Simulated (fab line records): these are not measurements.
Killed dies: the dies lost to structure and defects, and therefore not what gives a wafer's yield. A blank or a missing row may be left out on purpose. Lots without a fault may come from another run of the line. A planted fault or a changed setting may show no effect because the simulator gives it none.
fab line records	flow n5_finfet
record lots=7	wafers=39
route steps=1938 shown FIN_SAQP@110 STI_FIN_REVEAL@190 SD_EPI_P@321 BEOL_M0_CUTY@711 BEOL_M8@1332
start_h: hours from the record's opening day to when the first of the lot's shown wafers began	wait_h: hours elapsed since this lot's preceding step	" repeats the value in the row above	L1.1+2: one row covering several wafers at once	- no value, or no start was given	* or withheld: withheld	< > ~ a bound
route shown NAME@n: names a module that has steps shown in the file, with the first one's number in the route	usual: mean/standard deviation taken from wafers without a fault	same: alike in all rows	chamber/n: place in a boat	sites: readings site by site	_std_site: the values' standard deviation	_edge_site: the outer-site mean with the inner-site mean subtracted	radius_mm: for every site, how far away it sits from the centre of the wafer	mask NAME#n: copy n	behind: tool/chamber where the wafer was last shaped	hold: why the lot was held/for how many hours/how that ended	device: names the non-switching transistor (n, p or np)	end of line: tests of these same wafers at the route's end	a step with no rows: only its recipe	killed: not the wafer's yield, but the dies lost to structure and defects at the first sort	map: a wafer's dies, marking killed ones x, the rest . and places with no die _
set.NAME: the setting that was run; set.NAME@STEP: the one run at that earlier step	model.NAME: the simulator's own value behind a step, which no gauge read
lots with deliberately changed settings; one table per step, one row per wafer
## steps
# step N5_FIN_SAQP_DEVELOP_15
# recipe develop_time_s=30	developer=TMAH	resist=CAR-ArF	dev_temp_c=23	rinse_liquid=diw	dry=air_spin
lot.wafer	tool	chamber	start_h	wait_h	set.develop_time_s
L075.1+5+6	litho_track-03	0	-	-	46.62
L075.2+3+4	"	0	"	"	30
L078.1+2+3+4+5+6	litho_track-03	0	-	-	30
L083.1+2+3	litho_track-05	0	-	-	22.33
L083.4+5+6	"	0	"	"	30
L084.1+5+6	litho_track-03	0	-	-	30
L084.2+3+4	"	0	"	"	23.09
L092.1+2+6	litho_track-02	0	-	-	18.32
L092.3+4+5	"	0	"	"	30
L094.4+5+6	litho_track-05	0	-	-	30
L097.1+2+6	litho_track-02	0	-	-	30
L097.3+4+5	"	0	"	"	13.38
# step N5_FIN_SAQP_CD_MEAS_16
# recipe target_cd_nm=35.6	landing_energy_ev=500	detector=se_inlens
# usual cd_nm=35.63/0.29
lot.wafer	tool	chamber	start_h	wait_h	set.develop_time_s@FIN_SAQP_DEVELOP_15	cd_nm
L075.1	cd_sem-02	0	27.90	-	46.62	34.91
L075.2	"	0	"	"	30	35.83
L075.3	"	0	"	"	30	35.60
L075.4	"	0	"	"	30	35.62
L075.5	"	0	"	"	46.62	35.25
L075.6	"	0	"	"	46.62	34.76
L078.1	cd_sem-03	0	48.02	-	30	35.32
L078.2	"	0	"	"	30	35.67
L078.3	"	0	"	"	30	35.29
L078.4	"	0	"	"	30	35.88
L078.5	"	0	"	"	30	35.75
L078.6	"	0	"	"	30	35.19
L083.1	cd_sem-03	0	75.64	-	22.33	35.86
L083.2	"	0	"	"	22.33	36.21
L083.3	"	0	"	"	22.33	35.60
L083.4	"	0	"	"	30	35.37
L083.5	"	0	"	"	30	35.57
L083.6	"	0	"	"	30	35.34
L084.1	cd_sem-02	0	81.82	-	30	36.05
L084.2	"	0	"	"	23.09	36.32
L084.3	"	0	"	"	23.09	36.24
L084.4	"	0	"	"	23.09	35.96
L084.5	"	0	"	"	30	35.52
L084.6	"	0	"	"	30	35.53
L092.1	cd_sem-02	0	130.32	-	18.32	36.61
L092.2	"	0	"	"	18.32	37.06
L092.3	"	0	"	"	30	35.55
L092.4	"	0	"	"	30	35.72
L092.5	"	0	"	"	30	35.46
L092.6	"	0	"	"	18.32	37.02
L094.4	cd_sem-01	0	142.00	-	30	35.86
L094.5	"	0	"	"	30	35.80
L094.6	"	0	"	"	30	35.72
L097.1	cd_sem-03	0	159.04	-	30	35.88
L097.2	"	0	"	"	30	35.83
L097.3	"	0	"	"	13.38	37.26
L097.4	"	0	"	"	13.38	37.03
L097.5	"	0	"	"	13.38	37.65
L097.6	"	0	"	"	30	35.47
# step N5_STI_FIN_REVEAL_ETCHBACK_08
# recipe chemistry=C4F6/O2	target=SiO2	target_depth_a=305	time_s=10.167	ion_energy_ev=250	pressure_mtorr=30	source_w=345	bias_w=185	Ar_flow_sccm=300	C4F6_flow_sccm=10	O2_flow_sccm=10
lot.wafer	tool	chamber	start_h	wait_h	set.target_depth_a
L075.1+3+4	rie_diel-05	2,1,0	40.13	0.2	362.1
L075.2+5+6	"	0,1,2	"	"	305
L078.1+4+6	rie_diel-02	1,2,2	60.50	0.2	236.8
L078.2+3+5	"	0,3,1	"	"	305
L083.1+3+4	rie_diel-05	2,0,1	87.70	0.2	305
L083.2+5+6	"	3,2,3	"	"	388.5
L084.1+2+3	rie_diel-05	1,2,0	93.38	0.2	305
L084.4+5+6	"	3,1,2	"	"	462.4
L092.1+3+4	rie_diel-02	2,3,3	142.32	0.2	305
L092.2+5+6	"	1,2,1	"	"	353.6
L094.4+5+6	rie_diel-02	2,3,2	154.01	0.1	305
L097.1+3+4	rie_diel-02	2,0,3	171.04	0.2	395.7
L097.2+5+6	"	1,1,0	"	"	305
# step N5_STI_FIN_REVEAL_STRIP_24
# recipe chemistry=N2/H2	time_s=90	power_w=100	temp_c=40	pressure_mtorr=100	rf_frequency_hz=6e+07	bias_power_w=3	n2_flow_sccm=300	h2_flow_sccm=300
# step N5_STI_FIN_REVEAL_PRECLEAN_25
# recipe chemistry=SPM	time_s=90	temp_c=120	mix=4:1
# step N5_STI_FIN_REVEAL_SRD_23
# recipe dry=ipa_marangoni	time_s=30	temp_c=23	rinse_liquid=diw
# step N5_STI_FIN_REVEAL_FIN_H_MEAS_10
# usual trench_depth_nm=52.2/0.81
lot.wafer	tool	chamber	start_h	wait_h	set.target_depth_a@STI_FIN_REVEAL_ETCHBACK_08	trench_depth_nm
L075.1	ocd-01	-	43.08	0.0	362.1	58.1
L075.2	"	-	"	"	305	52.8
L075.3	"	-	"	"	362.1	58.6
L075.4	"	-	"	"	362.1	58.3
L075.5	"	-	"	"	305	53.1
L075.6	"	-	"	"	305	52.0
L078.1	ocd-01	-	63.50	0.0	236.8	45.6
L078.2	"	-	"	"	305	54.0
L078.3	"	-	"	"	305	52.3
L078.4	"	-	"	"	236.8	46.0
L078.5	"	-	"	"	305	53.0
L078.6	"	-	"	"	236.8	45.2
L083.1	ocd-02	-	90.76	0.0	305	51.4
L083.2	"	-	"	"	388.5	58.5
L083.3	"	-	"	"	305	51.5
L083.4	"	-	"	"	305	51.4
L083.5	"	-	"	"	388.5	59.3
L083.6	"	-	"	"	388.5	59.0
L084.1	ocd-02	-	96.38	0.0	305	53.5
L084.2	"	-	"	"	305	53.6
L084.3	"	-	"	"	305	53.5
L084.4	"	-	"	"	462.4	66.7
L084.5	"	-	"	"	462.4	69.2
L084.6	"	-	"	"	462.4	68.6
L092.1	ocd-02	-	145.27	0.0	305	51.5
L092.2	"	-	"	"	353.6	56.0
L092.3	"	-	"	"	305	51.4
L092.4	"	-	"	"	305	50.9
L092.5	"	-	"	"	353.6	56.7
L092.6	"	-	"	"	353.6	56.0
L094.4	ocd-01	-	156.99	0.0	305	51.8
L094.5	"	-	"	"	305	51.3
L094.6	"	-	"	"	305	52.3
L097.1	ocd-01	-	174.41	0.0	395.7	62.9
L097.2	"	-	"	"	305	52.9
L097.3	"	-	"	"	395.7	62.2
L097.4	"	-	"	"	395.7	61.6
L097.5	"	-	"	"	305	52.6
L097.6	"	-	"	"	305	52.7
# step N5_SD_EPI_P_EPI_21
# recipe material=SiGe:B	dopant=B	temp_c=550	pressure_torr=20	ambient=H2	time_s=355
lot.wafer	tool	chamber	start_h	wait_h	set.time_s	model.SiGe-B_of_SD_EPI_P_EPI_21.thk_nm
L075.1+2	epi_rpcvd-01	0	66.27	0.1	355	60.6
L075.3+4	"	0	"	"	355	60.8
L075.5	"	0	"	"	355	60.4
L075.6	"	0	"	"	355	61
L078.1	epi_rpcvd-02	0	80.86	0.2	557.9	82
L078.2	"	0	"	"	355	60.6
L078.3	"	0	"	"	557.9	82.4
L078.4	"	0	"	"	355	60.8
L078.5	"	0	"	"	355	60.2
L078.6	"	0	"	"	557.9	81.6
L083.1	epi_rpcvd-03	0	108.32	0.1	465	73.2
L083.2	"	0	"	"	355	61.6
L083.3	"	0	"	"	465	73.4
L083.4	"	0	"	"	355	61.2
L083.5	"	0	"	"	355	61.4
L083.6	"	0	"	"	465	73.6
L084.1+4	epi_rpcvd-01	0	114.85	0.1	355	61.2
L084.2	"	0	"	"	355	60.2
L084.3	"	0	"	"	495.8	76.8
L084.5	"	0	"	"	495.8	76
L084.6	"	0	"	"	495.8	76.6
L092.1	epi_rpcvd-02	0	163.31	0.2	477.6	73.6
L092.2+4	"	0	"	"	355	59.8
L092.3	"	0	"	"	355	60
L092.5	"	0	"	"	477.6	73.2
L092.6	"	0	"	"	477.6	73.4
L094.4	epi_rpcvd-01	0	176.78	1.2	355	61.2
L094.5	"	0	"	"	355	61.8
L094.6	"	0	"	"	355	60.6
L097.1	epi_rpcvd-01	0	193.29	0.1	429.1	70.4
L097.2	"	0	"	"	355	61.8
L097.3	"	0	"	"	429.1	71
L097.4	"	0	"	"	355	62.2
L097.5	"	0	"	"	429.1	70.6
L097.6	"	0	"	"	355	62.4
# step N5_SD_EPI_P_EPI_MEAS_23
# recipe mode=xrd
# usual thk_nm=61.0/1.1
lot.wafer	tool	chamber	start_h	wait_h	set.time_s@SD_EPI_P_EPI_21	thk_nm
L075.1	film_metro-02	-	68.46	1.8	355	61.0
L075.2	"	-	"	"	355	61.7
L075.3	"	-	"	"	355	61.4
L075.4	"	-	"	"	355	62.4
L075.5	"	-	"	"	355	59.5
L075.6	"	-	"	"	355	60.6
L078.1	film_metro-01	-	83.77	2.4	557.9	82.6
L078.2	"	-	"	"	355	61.6
L078.3	"	-	"	"	557.9	83.3
L078.4	"	-	"	"	355	60.3
L078.5	"	-	"	"	355	59.9
L078.6	"	-	"	"	557.9	81.1
L083.1	film_metro-02	-	110.52	1.8	465	72.3
L083.2	"	-	"	"	355	61.5
L083.3	"	-	"	"	465	74.5
L083.4	"	-	"	"	355	60.2
L083.5	"	-	"	"	355	63.4
L083.6	"	-	"	"	465	73.8
L084.1	film_metro-01	-	117.04	1.8	355	60.5
L084.2	"	-	"	"	355	60.3
L084.3	"	-	"	"	495.8	78.0
L084.4	"	-	"	"	355	61.7
L084.5	"	-	"	"	495.8	76.9
L084.6	"	-	"	"	495.8	75.6
L092.1	film_metro-01	-	166.23	2.4	477.6	72.5
L092.2	"	-	"	"	355	59.8
L092.3	"	-	"	"	355	58.8
L092.4	"	-	"	"	355	60.2
L092.5	"	-	"	"	477.6	74.9
L092.6	"	-	"	"	477.6	72.9
L094.4	film_metro-02	-	177.92	0.8	355	61.0
L094.5	"	-	"	"	355	60.8
L094.6	"	-	"	"	355	58.9
L097.1	film_metro-02	-	195.49	1.8	429.1	69.5
L097.2	"	-	"	"	355	62.7
L097.3	"	-	"	"	429.1	71.4
L097.4	"	-	"	"	355	62.9
L097.5	"	-	"	"	429.1	70.6
L097.6	"	-	"	"	355	62.4
# step N5_SD_EPI_P_HM_STRIP_48
# recipe chemistry=H3PO4	temp_c=160	material=SiNx	target=SiNx	target_depth_a=30	overetch_fraction=0.3
lot.wafer	tool	chamber	start_h	wait_h	set.time_s@SD_EPI_P_EPI_21	model.SiGe-B_of_SD_EPI_P_EPI_21.thk_nm
L075.1+3+4	wet_bench-06	3,4,7	68.50	0.0	355	60.4
L075.2+5	"	5,2	"	"	355	60.2
L075.6	"	6	"	"	355	60.8
L078.1	wet_bench-02	5	83.81	0.0	557.9	81.6
L078.2	"	7	"	"	355	60.2
L078.3	"	2	"	"	557.9	82
L078.4	"	6	"	"	355	60.4
L078.5	"	4	"	"	355	60
L078.6	"	3	"	"	557.9	81.2
L083.1	wet_bench-06	3	110.56	0.0	465	72.8
L083.2+5	"	2,0	"	"	355	61.2
L083.3+6	"	4,1	"	"	465	73.2
L083.4	"	5	"	"	355	60.8
L084.1	wet_bench-03	2	117.08	0.0	355	60.8
L084.2	"	3	"	"	355	59.8
L084.3	"	4	"	"	495.8	76.4
L084.4	"	7	"	"	355	61
L084.5	"	5	"	"	495.8	75.6
L084.6	"	6	"	"	495.8	76.2
L092.1	wet_bench-06	6	166.27	0.0	477.6	73.2
L092.2	"	4	"	"	355	59.6
L092.3	"	5	"	"	355	59.8
L092.4	"	0	"	"	355	59.4
L092.5	"	7	"	"	477.6	72.8
L092.6	"	3	"	"	477.6	73
L094.4	wet_bench-02	4	177.95	0.0	355	60.8
L094.5	"	7	"	"	355	61.4
L094.6	"	6	"	"	355	60.4
L097.1+5	wet_bench-03	5,6	195.52	0.0	429.1	70.2
L097.2	"	4	"	"	355	61.6
L097.3	"	2	"	"	429.1	70.6
L097.4	"	3	"	"	355	62
L097.6	"	1	"	"	355	62.2
# step N5_BEOL_M0_CUTY_DESCUM_61
# recipe chemistry=O2	time_s=7.9	source_power_w=50	bias_power_w=20	pressure_mtorr=20	rf_frequency_hz=2.712e+07	temp_c=40	resist=CAR-ArF-block	o2_flow_sccm=225
lot.wafer	tool	chamber	start_h	wait_h	set.time_s	model.CAR-ArF-block_of_BEOL_M0_CUTY_COAT_51.thk_nm
L075.1+2	rie_diel-06	2,0	125.68	0.0	7.9	143.6
L075.3+6	"	1,0	"	"	12.24	141.2
L075.4	"	3	"	"	7.9	143.8
L075.5	"	3	"	"	12.24	140.8
L078.1	rie_diel-05	1	136.75	0.0	7.9	143
L078.2	"	3	"	"	7.9	143.4
L078.3	"	0	"	"	7.9	143.2
L078.4+5	"	2,3	"	"	11.43	141
L078.6	"	0	"	"	11.43	141.2
L083.1+2+3+6	rie_diel-02	0,1,3,2	168.20	0.3	7.9	143.4
L083.4	"	2	"	"	7.9	143.6
L083.5	"	3	"	"	7.9	143.2
L084.1	rie_diel-05	2	172.79	0.0	4.507	145.6
L084.2+6	"	0	"	"	7.9	143.4
L084.3+5	"	3	"	"	4.507	145
L084.4	"	2	"	"	7.9	143.2
L092.1+5	rie_diel-02	1,0	221.16	0.0	10.49	142.4
L092.2	"	2	"	"	7.9	143.6
L092.3	"	0	"	"	10.49	142
L092.4	"	3	"	"	7.9	144.2
L092.6	"	1	"	"	7.9	143.8
L094.4	rie_diel-02	0	234.73	0.0	7.9	143.4
L094.5	"	0	"	"	7.9	143.8
L094.6	"	1	"	"	7.9	143.2
L097.1+2+3+6	rie_diel-05	2,0,3,2	248.42	0.1	7.9	143.4
L097.4+5	"	1,3	"	"	7.9	143.2
# step N5_BEOL_M0_CUTY_ETCH_62
# recipe chemistry=CF4	target=SiARC	mask_material=CAR-ArF-block	time_s=58.5	ion_energy_ev=80	pressure_mtorr=40	source_w=545	bias_w=36	Ar_flow_sccm=100	cf4_flow_sccm=100	ends=cleared
lot.wafer	tool	chamber	start_h	wait_h	set.time_s@BEOL_M0_CUTY_DESCUM_61	model.CAR-ArF-block_of_BEOL_M0_CUTY_COAT_51.thk_nm
L075.1+2	rie_diel-06	2,0	125.71	0.0	7.9	118.6
L075.3+6	"	1,0	"	"	12.24	116.2
L075.4	"	3	"	"	7.9	118.8
L075.5	"	3	"	"	12.24	115.8
L078.1+3	rie_diel-05	1,0	136.78	0.0	7.9	118
L078.2	"	3	"	"	7.9	118.4
L078.4+5	"	2,3	"	"	11.43	115.8
L078.6	"	0	"	"	11.43	116.2
L083.1	rie_diel-02	0	168.24	0.0	7.9	118.2
L083.2+3+4+6	"	1,3,2,2	"	"	7.9	118.4
L083.5	"	3	"	"	7.9	118
L084.1	rie_diel-05	2	172.82	0.0	4.507	120.4
L084.2	"	0	"	"	7.9	118.4
L084.3+5	"	3	"	"	4.507	120
L084.4	"	2	"	"	7.9	118
L084.6	"	0	"	"	7.9	118.2
L092.1	rie_diel-02	1	221.20	0.0	10.49	117.2
L092.2	"	2	"	"	7.9	118.6
L092.3	"	0	"	"	10.49	117
L092.4	"	3	"	"	7.9	119.2
L092.5	"	0	"	"	10.49	117.4
L092.6	"	1	"	"	7.9	118.8
L094.4	rie_diel-02	0	234.76	0.0	7.9	118.4
L094.5	"	0	"	"	7.9	118.6
L094.6	"	1	"	"	7.9	118
L097.1+3+4+5+6	rie_diel-05	2,3,1,3,2	248.45	0.0	7.9	118.2
L097.2	"	0	"	"	7.9	118.4
# step N5_BEOL_M8_ILD_DEP_00
# recipe material=SiCOH_lowk	target_thk_a=1797.5	temp_c=300	precursor=DEMS/porogen	pressure_torr=5	rf_w=500	time_s=33.4
lot.wafer	tool	chamber	start_h	wait_h	set.time_s	model.SiCOH_lowk_of_BEOL_M8_ILD_DEP_00.thk_nm
L075.1	pecvd-03	2	203.08	0.0	33.4	178.8
L075.2	"	1	"	"	33.4	177.8
L075.3	"	0	"	"	38.75	205.4
L075.4	"	1	"	"	38.75	207.4
L075.5	"	2	"	"	33.4	181
L075.6	"	0	"	"	38.75	210.4
L078.1	pecvd-02	2	218.92	0.0	33.4	178.6
L078.2	"	0	"	"	33.4	176.4
L078.3	"	1	"	"	27.57	148.4
L078.4	"	0	"	"	27.57	147
L078.5	"	2	"	"	27.57	152.4
L078.6	"	1	"	"	33.4	182.4
L083.1	pecvd-04	1	253.35	0.0	33.4	178.6
L083.2	"	2	"	"	46.79	247.2
L083.3	"	0	"	"	33.4	180
L083.4	"	1	"	"	33.4	182.2
L083.5	"	0	"	"	46.79	251.4
L083.6	"	2	"	"	46.79	250.8
L084.1	pecvd-03	2	254.76	0.0	33.4	176.2
L084.2	"	0	"	"	33.4	175.4
L084.3	"	1	"	"	17.55	93.4
L084.4+5	"	2,0	"	"	17.55	96.2
L084.6	"	1	"	"	33.4	179.6
L092.1	pecvd-04	1	312.82	0.0	19.84	107
L092.2	"	2	"	"	19.84	109
L092.3	"	0	"	"	19.84	106.8
L092.4	"	2	"	"	33.4	181.6
L092.5	"	0	"	"	33.4	182.4
L092.6	"	1	"	"	33.4	181
L094.4	pecvd-02	2	314.91	0.1	33.4	179.4
L094.5	"	0	"	"	33.4	180.4
L094.6	"	1	"	"	33.4	181.8
L097.1	pecvd-04	2	349.85	0.0	25.64	137.6
L097.2	"	1	"	"	25.64	138.6
L097.3	"	0	"	"	25.64	137.4
L097.4+5	"	0,2	"	"	33.4	181.2
L097.6	"	1	"	"	33.4	182.8
# step N5_BEOL_M8_CURE_74
# recipe temp_c=385	time_s=240	ambient=He/Ar	material=SiCOH_lowk
lot.wafer	tool	chamber	start_h	wait_h	set.time_s@BEOL_M8_ILD_DEP_00	model.SiCOH_lowk_of_BEOL_M8_ILD_DEP_00.thk_nm
L075.1	uv_cure-01	2	203.15	0.0	33.4	154.2
L075.2	"	2	"	"	33.4	153.2
L075.3	"	2	"	"	38.75	177.4
L075.4	"	2	"	"	38.75	179.2
L075.5	"	2	"	"	33.4	156
L075.6	"	2	"	"	38.75	181.8
L078.1	uv_cure-02	0	218.98	0.0	33.4	154
L078.2	"	0	"	"	33.4	152
L078.3	"	0	"	"	27.57	127.8
L078.4	"	0	"	"	27.57	126.6
L078.5	"	0	"	"	27.57	131.2
L078.6	"	0	"	"	33.4	157.4
L083.1	uv_cure-01	2	253.42	0.0	33.4	154
L083.2	"	2	"	"	46.79	214
L083.3	"	2	"	"	33.4	155.2
L083.4	"	2	"	"	33.4	157.2
L083.5	"	2	"	"	46.79	217.8
L083.6	"	2	"	"	46.79	217.2
L084.1	uv_cure-03	2	254.83	0.0	33.4	152
L084.2	"	2	"	"	33.4	151.2
L084.3	"	2	"	"	17.55	80.2
L084.4+5	"	2	"	"	17.55	82.6
L084.6	"	2	"	"	33.4	154.8
L092.1	uv_cure-02	1	312.89	0.0	19.84	91.8
L092.2	"	1	"	"	19.84	93.6
L092.3	"	1	"	"	19.84	91.6
L092.4	"	1	"	"	33.4	156.6
L092.5	"	1	"	"	33.4	157.4
L092.6	"	1	"	"	33.4	156
L094.4	uv_cure-02	2	315.50	0.6	33.4	154.8
L094.5	"	2	"	"	33.4	155.6
L094.6	"	2	"	"	33.4	156.8
L097.1	uv_cure-02	0	349.91	0.0	25.64	118.4
L097.2	"	0	"	"	25.64	119.4
L097.3	"	0	"	"	25.64	118.2
L097.4+5	"	0	"	"	33.4	156.2
L097.6	"	0	"	"	33.4	157.6
# step N5_BEOL_M8_THK_MEAS_01
# recipe reads=SiCOH_lowk_of_BEOL_M8_ILD_DEP_00
# usual M8_ILD_THK=154.7/1.8
lot.wafer	tool	chamber	start_h	wait_h	set.time_s@BEOL_M8_ILD_DEP_00	M8_ILD_THK[nm]
L075.1	film_metro-01	-	203.66	0.4	33.4	154.1
L075.2	"	-	"	"	33.4	153.3
L075.3	"	-	"	"	38.75	177.4
L075.4	"	-	"	"	38.75	179.3
L075.5	"	-	"	"	33.4	156.0
L075.6	"	-	"	"	38.75	181.9
L078.1	film_metro-01	-	219.50	0.4	33.4	153.9
L078.2	"	-	"	"	33.4	152.1
L078.3	"	-	"	"	27.57	127.8
L078.4	"	-	"	"	27.57	126.6
L078.5	"	-	"	"	27.57	131.2
L078.6	"	-	"	"	33.4	157.3
L083.1	film_metro-01	-	253.93	0.4	33.4	154.2
L083.2	"	-	"	"	46.79	214.0
L083.3	"	-	"	"	33.4	155.4
L083.4	"	-	"	"	33.4	157.1
L083.5	"	-	"	"	46.79	217.8
L083.6	"	-	"	"	46.79	217.1
L084.1	film_metro-02	-	255.34	0.4	33.4	151.9
L084.2	"	-	"	"	33.4	151.2
L084.3	"	-	"	"	17.55	80.1
L084.4	"	-	"	"	17.55	82.5
L084.5	"	-	"	"	17.55	82.5
L084.6	"	-	"	"	33.4	155.0
L092.1	film_metro-01	-	313.40	0.4	19.84	91.8
L092.2	"	-	"	"	19.84	93.5
L092.3	"	-	"	"	19.84	91.6
L092.4	"	-	"	"	33.4	156.6
L092.5	"	-	"	"	33.4	157.3
L092.6	"	-	"	"	33.4	156.0
L094.4	film_metro-02	-	315.78	0.2	33.4	154.8
L094.5	"	-	"	"	33.4	155.7
L094.6	"	-	"	"	33.4	156.6
L097.1	film_metro-02	-	350.42	0.4	25.64	118.5
L097.2	"	-	"	"	25.64	119.3
L097.3	"	-	"	"	25.64	118.1
L097.4	"	-	"	"	33.4	156.3
L097.5	"	-	"	"	33.4	156.2
L097.6	"	-	"	"	33.4	157.6
# step N5_BEOL_M8_DESCUM_16
# recipe chemistry=O2	time_s=7.9	source_power_w=50	bias_power_w=20	pressure_mtorr=20	rf_frequency_hz=2.712e+07	temp_c=40	resist=CAR-ArF	o2_flow_sccm=225
lot.wafer	tool	chamber	start_h	wait_h	set.time_s	model.CAR-ArF_of_BEOL_M8_COAT_05.thk_nm
L075.1	rie_diel-05	2	204.84	0.1	7.9	83.2
L075.2+3+6	"	3,0,2	"	"	7.9	83.6
L075.4+5	"	1	"	"	7.9	83.4
L078.1+6	rie_diel-02	1,0	220.87	0.1	7.9	83.6
L078.2+5	"	0,1	"	"	12.49	80.8
L078.3	"	2	"	"	12.49	81
L078.4	"	3	"	"	7.9	83.8
L083.1	rie_diel-05	3	256.37	0.0	7.9	83.6
L083.2	"	2	"	"	12.38	80.6
L083.3+5	"	1,3	"	"	12.38	80.8
L083.4+6	"	0	"	"	7.9	83.4
L084.1	rie_diel-06	1	256.55	0.0	7.9	83.6
L084.2	"	2	"	"	9.551	82.2
L084.3+5	"	0,2	"	"	7.9	83.2
L084.4	"	3	"	"	9.551	82.6
L084.6	"	1	"	"	9.551	82
L092.1+5	rie_diel-06	3	314.56	0.0	7.9	83.4
L092.2+4+6	"	2,2,1	"	"	7.9	83.8
L092.3	"	1	"	"	7.9	83.6
L094.4+5	rie_diel-06	3,2	317.63	0.1	7.9	83.6
L094.6	"	1	"	"	7.9	83.4
L097.1+3	rie_diel-05	1,2	352.86	0.9	7.9	83.4
L097.2+6	"	0,1	"	"	9.645	82.2
L097.4	"	3	"	"	9.645	82.4
L097.5	"	2	"	"	7.9	83.2
## key
split step=N5_FIN_SAQP_DEVELOP_15	setting=develop_time_s	stated=30	by=wafer
response step=N5_FIN_SAQP_CD_MEAS_16	reading=cd_nm	change=-0.0228	per=1%	r=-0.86
split step=N5_STI_FIN_REVEAL_ETCHBACK_08	setting=target_depth_a	stated=305	by=wafer
response step=N5_STI_FIN_REVEAL_FIN_H_MEAS_10	reading=trench_depth_nm	change=+0.295	per=1%	r=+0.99
split step=N5_SD_EPI_P_EPI_21	setting=time_s	stated=355	by=wafer
response step=N5_SD_EPI_P_EPI_21	reading=model.SiGe-B_of_SD_EPI_P_EPI_21.thk_nm	change=+0.385	per=1%	r=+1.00
response step=N5_SD_EPI_P_EPI_MEAS_23	reading=thk_nm	change=*	per=1%	r=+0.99
response step=N5_SD_EPI_P_HM_STRIP_48	reading=model.SiGe-B_of_SD_EPI_P_EPI_21.thk_nm	change=+0.384	per=1%	r=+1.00
split step=N5_BEOL_M0_CUTY_DESCUM_61	setting=time_s	stated=7.9	by=wafer
response step=N5_BEOL_M0_CUTY_DESCUM_61	reading=model.CAR-ArF-block_of_BEOL_M0_CUTY_COAT_51.thk_nm	change=-0.0467	per=1%	r=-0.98
response step=N5_BEOL_M0_CUTY_ETCH_62	reading=model.CAR-ArF-block_of_BEOL_M0_CUTY_COAT_51.thk_nm	change=-0.0477	per=1%	r=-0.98
split step=N5_BEOL_M8_ILD_DEP_00	setting=time_s	stated=33.4	by=wafer
response step=N5_BEOL_M8_ILD_DEP_00	reading=model.SiCOH_lowk_of_BEOL_M8_ILD_DEP_00.thk_nm	change=+1.77	per=1%	r=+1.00
response step=N5_BEOL_M8_CURE_74	reading=model.SiCOH_lowk_of_BEOL_M8_ILD_DEP_00.thk_nm	change=+1.54	per=1%	r=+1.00
response step=N5_BEOL_M8_THK_MEAS_01	reading=M8_ILD_THK	change=+1.54	per=1%	r=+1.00
split step=N5_BEOL_M8_DESCUM_16	setting=time_s	stated=7.9	by=wafer
response step=N5_BEOL_M8_DESCUM_16	reading=model.CAR-ArF_of_BEOL_M8_COAT_05.thk_nm	change=-0.0484	per=1%	r=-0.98
